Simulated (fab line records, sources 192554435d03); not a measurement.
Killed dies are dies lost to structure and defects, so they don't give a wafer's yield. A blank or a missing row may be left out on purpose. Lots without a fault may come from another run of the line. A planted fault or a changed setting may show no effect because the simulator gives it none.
One fault seen from 2 desks | flow n5_finfet | each desk has only its own numbers; what lay behind them comes last

THE TOOL OWNER'S DESK: cvd_co-02
The tool's own readings at N5_BEOL_M8_CVD_78 (deposits Co from CCTBA/H2, target thk 2 nm, time 142.3 s): means of the sampled wafers that have a number, for each lot that ran on this tool. A lot is out of limits, marked OUT, if its mean lies more than 4 standard deviations from the usual mean; the brackets give that distance.
Columns: A = run_length_s at N5_BEOL_M8_CVD_78, usual 165.1 s
lot  | first seen here | A
L603 | day 10 10:48    | 165.4
L604 | day 10 21:37    | 165.3
L606 | day 10 22:46    | 165.1
L608 | day 10 23:16    | 165.2
L613 | day 12 18:52    | 120.5 (-99 or more) OUT
L623 | day 15 05:23    | 165.1
L622 | day 15 06:03    | 165.1
This desk's finding: out of limits on L613; first on L613, day 12 18:52 (run_length_s at N5_BEOL_M8_CVD_78). In limits: L603, L604, L606, L608, L623, L622.

THE METROLOGY DESK
What the gauges read, lot by lot, whatever tool the lot ran on: means of the sampled wafers that have a number. A lot is out of limits, marked OUT, if its mean lies more than 4 standard deviations from the usual mean; the brackets give that distance.
Columns: A = M8_RS at N5_BEOL_M8_RS_MEAS_57, usual 0.285 ohm/sq
lot  | first seen here | A
L601 | day 9 15:12     | 0.293
L603 | day 10 11:56    | 0.290
L605 | day 10 17:01    | 0.290
L607 | day 10 22:31    | 0.272
L604 | day 10 22:44    | 0.288
L606 | day 11 00:12    | 0.288
L608 | day 11 00:27    | 0.284
L613 | day 12 21:50    | 0.278
L623 | day 15 06:31    | 0.286
L622 | day 15 07:08    | 0.291
This desk's finding: nothing out of limits on any of the 10 lots.

PUT TOGETHER
The tool owner's desk could have raised an alarm at day 12 18:52, on L613.
The metrology desk saw nothing out of limits.
The metrology desk has L613 on record, within its limits.
Of the lots named, all ran N5_BEOL_M8_CVD_78 on cvd_co-02.

WHAT THE SIMULATOR HAD PUT IN
Process parameter drift: cvd_co-02, from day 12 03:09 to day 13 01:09, at N5_BEOL_M8_CVD_78. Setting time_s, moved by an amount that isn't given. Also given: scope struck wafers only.
Lots struck among those shown: L613.
Hours from the fault's start to each desk's first reading out of limits: the tool owner's desk, 16.
